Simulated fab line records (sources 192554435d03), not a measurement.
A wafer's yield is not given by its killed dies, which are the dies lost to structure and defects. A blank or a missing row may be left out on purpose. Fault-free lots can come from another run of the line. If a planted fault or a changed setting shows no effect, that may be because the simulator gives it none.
What tool caused it?	flow n5Finfet	72 wafers from 24 lots sampled at 6 of the route's 1938 steps

## WHAT THE GAUGES SHOWED, per wafer
No reading from a measuring or inspecting step in the record can be judged against a usual standard deviation.

## TOOL THAT RAN EACH LOT (tool first, then ch and the chambers of the sampled wafers, then the start)
lot	N5_BEOL_M5_DESCUM_33	N5_BEOL_M5_ETCH_67	N5_BEOL_M5_SPUTTER_48	N5_BEOL_M5_ANNEAL_89	N5_BEOL_M5_PRE_CLEAN_77	N5_BEOL_M5_DEP_56
L074	rieDiel-02 ch 1,3, day 8 00:52	rieDiel-02 ch 1,3, day 8 00:55	pvdSputter-03, day 8 03:58	pvdSputter-03, day 8 07:18	cvdCo-02 ch 0,1, day 8 09:11	pecvd-01 ch 0,1,2, day 8 09:21
L075	rieDiel-02 ch 1,3, day 8 03:31	rieDiel-02 ch 1,3, day 8 03:34	pvdSputter-02, day 8 07:02	pvdSputter-02, day 8 10:22	cvdCo-02 ch 1,2, day 8 12:20	pecvd-03 ch 0,1,2, day 8 12:29
L077	rieDiel-04 ch 0,1,2, day 8 21:08	rieDiel-04 ch 0,1,2, day 8 21:11	pvdSputter-01, day 8 23:21	pvdSputter-01, day 9 02:58	cvdCo-02 ch 1,2, day 9 04:53	pecvd-01 ch 0,2, day 9 05:03
L076	rieDiel-02 ch 0,1, day 8 22:41	rieDiel-02 ch 0,1, day 8 22:45	pvdSputter-03, day 9 01:09	pvdSputter-03, day 9 04:29	cvdCo-02 ch 0,1,2, day 9 06:20	pecvd-02 ch 1,2, day 9 06:31
L078	rieDiel-04 ch 1,2,3, day 9 01:43	rieDiel-04 ch 1,2,3, day 9 01:46	pvdSputter-01, day 9 05:23	pvdSputter-01, day 9 08:49	cvdCo-02 ch 1,2, day 9 10:41	pecvd-03 ch 0,1, day 9 10:50
L079	rieDiel-05 ch 0,2,3, day 9 18:47	rieDiel-05 ch 0,2,3, day 9 18:50	pvdSputter-01, day 9 22:28	pvdSputter-01, day 10 01:48	cvdCo-02 ch 0,2, day 10 03:38	pecvd-03 ch 0,1,2, day 10 03:48
L081	rieDiel-04 ch 0,2,3, day 9 22:00	rieDiel-04 ch 0,2,3, day 9 22:03	pvdSputter-02, day 10 00:37	pvdSputter-02, day 10 03:58	cvdCo-02 ch 0,1,2, day 10 05:48	pecvd-03 ch 0,1,2, day 10 05:58
L080	rieDiel-02 ch 2,3, day 9 22:21	rieDiel-02 ch 2,3, day 9 22:24	pvdSputter-03, day 10 02:36	pvdSputter-03, day 10 05:56	cvdCo-02 ch 0,2, day 10 07:56	pecvd-03 ch 1,2, day 10 08:05
L082	rieDiel-02 ch 0,3, day 10 04:02	rieDiel-02 ch 0,3, day 10 04:05	pvdSputter-02, day 10 05:52	pvdSputter-02, day 10 09:12	cvdCo-02 ch 0,2, day 10 11:02	pecvd-02 ch 1,2, day 10 11:13
L083	rieDiel-04 ch 2,3, day 10 20:51	rieDiel-04 ch 2,3, day 10 20:55	pvdSputter-03, day 10 22:40	pvdSputter-03, day 11 02:01	cvdCo-01 ch 0,1, day 11 04:55	pecvd-01 ch 0,2, day 11 05:04
L084	rieDiel-05 ch 1,2,3, day 11 01:19	rieDiel-05 ch 1,2,3, day 11 01:22	pvdSputter-01, day 11 03:14	pvdSputter-01, day 11 06:34	cvdCo-02 ch 0,1, day 11 08:24	pecvd-01 ch 0,2, day 11 08:34
L085	rieDiel-04 ch 0,1, day 11 02:55	rieDiel-04 ch 0,1, day 11 02:58	pvdSputter-02, day 11 06:05	pvdSputter-02, day 11 09:26	cvdCo-02 ch 0,1, day 11 11:23	pecvd-02 ch 1,2, day 11 11:34
L086	rieDiel-02 ch 2,3, day 11 02:58	rieDiel-02 ch 2,3, day 11 03:01	pvdSputter-03, day 11 06:13	pvdSputter-03, day 11 09:34	cvdCo-02 ch 0,1, day 11 11:33	pecvd-03 ch 0,1, day 11 11:43
L088	rieDiel-04 ch 0,3, day 11 21:03	rieDiel-04 ch 0,3, day 11 21:07	pvdSputter-01, day 11 22:41	pvdSputter-01, day 12 02:02	cvdCo-01 ch 0,1, day 12 04:00	pecvd-02 ch 1,2, day 12 04:10
L087	rieDiel-02 ch 2,3, day 11 22:40	rieDiel-02 ch 2,3, day 11 22:45	pvdSputter-02, day 12 01:36	pvdSputter-02, day 12 04:56	cvdCo-01 ch 0,1, day 12 07:00	pecvd-02 ch 1,2, day 12 07:10
L089	rieDiel-05 ch 0,1,3, day 12 04:05	rieDiel-05 ch 0,1,3, day 12 04:08	pvdSputter-01, day 12 06:31	pvdSputter-01, day 12 09:51	cvdCo-02 ch 0,1,2, day 12 11:43	pecvd-02 ch 0,1,2, day 12 11:52
L090	rieDiel-04 ch 0,1, day 12 04:17	rieDiel-04 ch 0,1, day 12 04:20	pvdSputter-03, day 12 06:38	pvdSputter-03, day 12 09:58	cvdCo-01 ch 1,2, day 12 11:49	pecvd-03 ch 0,1, day 12 11:58
L091	rieDiel-05 ch 0,1, day 12 13:40	rieDiel-05 ch 0,1, day 12 13:43	pvdSputter-01, day 12 15:31	pvdSputter-01, day 12 18:52	cvdCo-02 ch 0,1,2, day 12 21:06	pecvd-03 ch 0,2, day 12 21:16
L093	rieDiel-04 ch 0,2,3, day 13 03:52	rieDiel-04 ch 0,2,3, day 13 03:55	pvdSputter-03, day 13 05:34	pvdSputter-03, day 13 08:55	cvdCo-01 ch 0,1,2, day 13 10:45	pecvd-02 ch 0,2, day 13 10:56
L092	rieDiel-02 ch 1,2,3, day 13 04:04	rieDiel-02 ch 1,2,3, day 13 04:07	pvdSputter-02, day 13 06:22	pvdSputter-02, day 13 09:42	cvdCo-01 ch 0,1,2, day 13 11:49	pecvd-01 ch 0,1,2, day 13 11:59
L095	rieDiel-04 ch 1,2,3, day 13 10:52	rieDiel-04 ch 1,2,3, day 13 10:55	pvdSputter-01, day 13 12:51	pvdSputter-01, day 13 16:11	cvdCo-02 ch 0,1,2, day 13 18:22	pecvd-01 ch 0,1,2, day 13 18:31
L094	rieDiel-02 ch 0,1, day 13 10:53	rieDiel-02 ch 0,1, day 13 10:56	pvdSputter-03, day 13 14:05	pvdSputter-03, day 13 17:26	cvdCo-01 ch 0,1,2, day 13 19:32	pecvd-01 ch 0,1,2, day 13 19:41
L097	rieDiel-04 ch 0,1,2, day 13 14:04	rieDiel-04 ch 0,1,2, day 13 14:07	pvdSputter-02, day 13 16:57	pvdSputter-02, day 13 20:17	cvdCo-01 ch 0,2, day 13 22:24	pecvd-02 ch 1,2, day 13 22:34
L096	rieDiel-02 ch 0,1,2, day 13 18:05	rieDiel-02 ch 0,1,2, day 13 18:08	pvdSputter-03, day 13 19:49	pvdSputter-03, day 13 23:09	cvdCo-02 ch 0,1,2, day 14 01:16	pecvd-03 ch 0,1, day 14 01:26
- N5_BEOL_M5_DESCUM_33: chemistry O2, time 7 s.
- N5_BEOL_M5_ETCH_67: etches SiARC in CF4, target depth 15.6 nm, time 26 s.
- N5_BEOL_M5_SPUTTER_48: material Cu, target thk 15 nm, time 27.62 s.
- N5_BEOL_M5_ANNEAL_89: time 1800 s.
- N5_BEOL_M5_PRE_CLEAN_77: time 15 s.
- N5_BEOL_M5_DEP_56: deposits SiCN from 3MS/NH3, target thk 8 nm, time 14 s.

## WHAT THE TOOLS THEMSELVES READ (means of the sampled wafers that have a number; where no wafer has one, the mark that the record gives instead)
N5_BEOL_M5_DESCUM_33. Usual: drypumpMotorCurrentA 5.8 A, standard deviation 0.42; oesProductAu 0.79 a.u., standard deviation 0.096; rfVppV 243.2 V, standard deviation 1.3; showerheadPlenumPTorr 2.10 Torr, standard deviation 0.059; throttleValvePct 20.53 %, standard deviation 0.28.
lot	tool	drypumpMotorCurrentA (A)	oesProductAu (a.u.)	rfVppV (V)	showerheadPlenumPTorr (Torr)	throttleValvePct (%)	flag
L074	rieDiel-02	6.1	0.68	241.5	2.00	20.80	
L075	rieDiel-02	6.1	0.67	241.2	2.00	20.81	
L077	rieDiel-04	5.7	0.87	244.4	2.09	20.30	
L076	rieDiel-02	6.2	0.68	243.7	2.08	20.77	
L078	rieDiel-04	5.7	0.91	244.4	2.13	20.26	
L079	rieDiel-05	5.6	0.77	243.1	2.11	20.65	
L081	rieDiel-04	5.4	0.86	242.9	2.10	20.26	
L080	rieDiel-02	5.9	0.72	243.0	2.08	20.82	
L082	rieDiel-02	6.0	0.67	243.8	2.11	20.80	
L083	rieDiel-04	5.3	0.91	243.4	2.13	20.12	
L084	rieDiel-05	5.9	0.78	243.6	2.09	20.44	
L085	rieDiel-04	6.1	0.81	243.8	2.08	20.48	
L086	rieDiel-02	5.8	0.69	243.0	2.07	20.85	
L088	rieDiel-04	5.4	0.83	242.9	2.10	20.42	
L087	rieDiel-02	5.9	0.70	242.9	2.07	20.85	
L089	rieDiel-05	5.5	0.77	242.9	2.08	20.52	
L090	rieDiel-04	6.1	0.81	243.1	2.08	20.49	
L091	rieDiel-05	5.3	0.79	242.3	2.05	20.55	
L093	rieDiel-04	5.4	0.83	243.5	2.09	20.30	
L092	rieDiel-02	6.0	0.77	243.4	2.12	20.70	
L095	rieDiel-04	5.7	0.86	243.0	2.12	20.32	
L094	rieDiel-02	6.2	0.96	244.3	2.20	20.32	
L097	rieDiel-04	5.7	0.82	243.2	2.08	20.34	
L096	rieDiel-02	6.1	0.86	243.8	2.15	20.49	

N5_BEOL_M5_ETCH_67. Usual: biasW is 36.01 W with standard deviation 0.11, drypumpMotorCurrentA is 5.8 A with standard deviation 0.42, etchRfOnTimeS is 25.8 s with standard deviation 0.61, oesProductAu is 0.67 a.u. with standard deviation 0.082, rfVppV is 184.1 V with standard deviation 1, showerheadPlenumPTorr is 2.15 Torr with standard deviation 0.059, and throttleValvePct is 15.70 % with standard deviation 0.29.
lot	tool	biasW (W)	drypumpMotorCurrentA (A)	etchRfOnTimeS (s)	oesProductAu (a.u.)	rfVppV (V)	showerheadPlenumPTorr (Torr)	throttleValvePct (%)	flag
L074	rieDiel-02	35.96	6.1	26.8	0.57	182.2	2.03	15.92	
L075	rieDiel-02	36.00	6.1	27.1	0.57	182.9	2.03	15.93	
L077	rieDiel-04	36.04	5.7	25.1	0.75	183.7	2.14	15.47	
L076	rieDiel-02	35.92	6.1	26.2	0.58	184.1	2.13	15.97	
L078	rieDiel-04	36.13	5.7	25.4	0.78	185.0	2.18	15.40	
L079	rieDiel-05	36.01	5.6	26.0	0.66	184.6	2.18	15.88	
L081	rieDiel-04	36.00	5.4	25.2	0.74	184.1	2.14	15.39	
L080	rieDiel-02	36.07	5.8	26.2	0.62	182.9	2.13	15.99	
L082	rieDiel-02	36.00	5.9	25.9	0.57	183.7	2.16	16.03	
L083	rieDiel-04	36.06	5.3	25.2	0.77	185.7	2.18	15.31	
L084	rieDiel-05	36.09	5.8	26.0	0.67	184.6	2.16	15.71	
L085	rieDiel-04	36.07	6.1	25.3	0.71	183.4	2.13	15.63	
L086	rieDiel-02	35.99	5.8	26.4	0.59	183.7	2.12	16.02	
L088	rieDiel-04	35.98	5.4	25.3	0.71	184.2	2.13	15.43	
L087	rieDiel-02	36.03	5.8	26.3	0.60	184.4	2.13	16.04	
L089	rieDiel-05	36.12	5.5	26.5	0.66	184.3	2.15	15.84	
L090	rieDiel-04	36.11	6.1	25.6	0.70	184.1	2.13	15.65	
L091	rieDiel-05	35.95	5.3	25.9	0.68	184.0	2.13	15.82	
L093	rieDiel-04	35.98	5.3	25.2	0.71	183.7	2.14	15.43	
L092	rieDiel-02	36.13	5.9	25.9	0.67	183.8	2.16	15.81	
L095	rieDiel-04	36.09	5.7	25.4	0.73	184.4	2.17	15.48	
L094	rieDiel-02	35.99	6.2	26.0	0.81	185.5	2.24	15.40	
L097	rieDiel-04	35.97	5.7	25.1	0.71	184.0	2.13	15.53	
L096	rieDiel-02	36.03	6.1	26.1	0.73	184.4	2.20	15.63	

N5_BEOL_M5_SPUTTER_48. Usual: throttleValvePct reads 30.2 % (standard deviation 1.2).
lot	tool	throttleValvePct (%)	flag
L074	pvdSputter-03	30.3	
L075	pvdSputter-02	28.8	
L077	pvdSputter-01	31.7	
L076	pvdSputter-03	30.2	
L078	pvdSputter-01	31.7	
L079	pvdSputter-01	31.8	
L081	pvdSputter-02	29.2	
L080	pvdSputter-03	30.0	
L082	pvdSputter-02	28.6	
L083	pvdSputter-03	30.1	
L084	pvdSputter-01	31.6	
L085	pvdSputter-02	28.6	
L086	pvdSputter-03	30.1	
L088	pvdSputter-01	31.5	
L087	pvdSputter-02	28.5	
L089	pvdSputter-01	31.7	
L090	pvdSputter-03	30.0	
L091	pvdSputter-01	31.4	
L093	pvdSputter-03	30.2	
L092	pvdSputter-02	29.1	
L095	pvdSputter-01	31.3	
L094	pvdSputter-03	30.4	
L097	pvdSputter-02	28.6	
L096	pvdSputter-03	30.0	

N5_BEOL_M5_ANNEAL_89. Usual: heaterPowerW reads 851 W (standard deviation 84).
lot	tool	heaterPowerW (W)	flag
L074	pvdSputter-03	909	
L075	pvdSputter-02	900	
L077	pvdSputter-01	831	
L076	pvdSputter-03	872	
L078	pvdSputter-01	796	
L079	pvdSputter-01	833	
L081	pvdSputter-02	860	
L080	pvdSputter-03	876	
L082	pvdSputter-02	908	
L083	pvdSputter-03	726	
L084	pvdSputter-01	839	
L085	pvdSputter-02	891	
L086	pvdSputter-03	960	
L088	pvdSputter-01	855	
L087	pvdSputter-02	887	
L089	pvdSputter-01	829	
L090	pvdSputter-03	774	
L091	pvdSputter-01	845	
L093	pvdSputter-03	814	
L092	pvdSputter-02	887	
L095	pvdSputter-01	809	
L094	pvdSputter-03	898	
L097	pvdSputter-02	881	
L096	pvdSputter-03	875	

N5_BEOL_M5_PRE_CLEAN_77. Usual: heaterPowerW reads 91 W (standard deviation 18).
lot	tool	heaterPowerW (W)	flag
L074	cvdCo-02	100	
L075	cvdCo-02	93	
L077	cvdCo-02	93	
L076	cvdCo-02	95	
L078	cvdCo-02	94	
L079	cvdCo-02	94	
L081	cvdCo-02	96	
L080	cvdCo-02	93	
L082	cvdCo-02	98	
L083	cvdCo-01	71	
L084	cvdCo-02	101	
L085	cvdCo-02	102	
L086	cvdCo-02	101	
L088	cvdCo-01	93	
L087	cvdCo-01	95	
L089	cvdCo-02	96	
L090	cvdCo-01	102	
L091	cvdCo-02	97	
L093	cvdCo-01	80	
L092	cvdCo-01	79	
L095	cvdCo-02	98	
L094	cvdCo-01	79	
L097	cvdCo-01	58	
L096	cvdCo-02	97	

N5_BEOL_M5_DEP_56. Usual: showerheadPlenumPTorr 3.661 Torr, standard deviation 0.011; throttleValvePct 9.0 %, standard deviation 0.44.
lot	tool	showerheadPlenumPTorr (Torr)	throttleValvePct (%)	flag
L074	pecvd-01	3.653	9.0	
L075	pecvd-03	3.668	8.9	
L077	pecvd-01	3.645	9.1	
L076	pecvd-02	3.672	8.6	
L078	pecvd-03	3.675	9.3	
L079	pecvd-03	3.664	9.1	
L081	pecvd-03	3.665	8.9	
L080	pecvd-03	3.657	9.2	
L082	pecvd-02	3.671	8.6	
L083	pecvd-01	3.658	9.3	
L084	pecvd-01	3.655	9.2	
L085	pecvd-02	3.660	8.6	
L086	pecvd-03	3.663	9.5	
L088	pecvd-02	3.659	8.5	
L087	pecvd-02	3.673	8.7	
L089	pecvd-02	3.663	8.7	
L090	pecvd-03	3.671	9.2	
L091	pecvd-03	3.670	8.7	
L093	pecvd-02	3.655	8.7	
L092	pecvd-01	3.657	9.1	
L095	pecvd-01	3.658	9.0	
L094	pecvd-01	3.657	9.2	
L097	pecvd-02	3.661	8.6	
L096	pecvd-03	3.667	9.6	

## THE ANSWER, worked out from the rows above alone
Rule: a lot counts as off when the mean over its wafers that have a number is more than 3 standard deviations away from the usual mean. Also off: a lot with no number at a reading for which 4 or more lots have one. Where the step has rows for the other lots, those lots are counted as sound. The gauges are gone through in route order, then the tools' own readings, and for those a lot's mean is taken as printed above. At the first step where some lot is off, the reading lying furthest off is the one used; lots without a number count as furthest.
No lot is off at any reading shown: from this, nothing can be told.

## WHAT HAD BEEN PUT IN BY THE SIMULATOR
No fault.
